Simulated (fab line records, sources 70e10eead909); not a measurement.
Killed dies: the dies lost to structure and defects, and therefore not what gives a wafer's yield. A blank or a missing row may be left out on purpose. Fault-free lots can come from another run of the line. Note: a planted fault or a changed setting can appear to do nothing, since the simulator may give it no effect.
Chamber matching ; flow nandHarc ; NHARC_A_SLIT_ETCH_29 on rieDiel-08 has 4 sister chambers
The step etches the open film in CF4/O2, target depth 100 nm, overetch 10 nm, time 55 s. 4 wafers are shown with their chamber, then 9 later ones without.

WAFERS WITH THEIR CHAMBER
wafer;chamber;drypumpMotorCurrentA (A)
L089.2;3;5.9
L094.2;2;5.6
L094.3;0;6.3
L094.6;1;6.7

WAFERS WITH NO CHAMBER GIVEN
wafer;drypumpMotorCurrentA (A)
L093.3;6.3
L093.5;6.3
L093.6;5.6
L095.1;6.3
L095.2;6.7
L095.5;6.3
L096.2;6.7
L096.3;6.3
L096.6;6.6

CHAMBER TAKEN BY EACH
wafer;from the rows above;in truth
L093.3;0;0
L093.5;0;0
L093.6;2;2
L095.1;0;0
L095.2;1;1
L095.5;0;0
L096.2;1;1
L096.3;0;0
L096.6;1;1
Placed correctly: 9 of 9. From these rows, 0 cannot be placed. Placed wrongly: 0.
How it was worked out, from the rows above alone: a wafer's distance from a chamber is the root of the sum, over the readings, of the square of ((its reading less the chamber's mean) divided by the reading's scatter). The wafer belongs to the nearest chamber; if the next one is less than 2 further off, it can't be placed. Each chamber's mean is taken over the wafers shown for it. The scatter: with one shown wafer a chamber, the root of the mean of the squares of how far each hidden wafer lies from its nearest shown one.
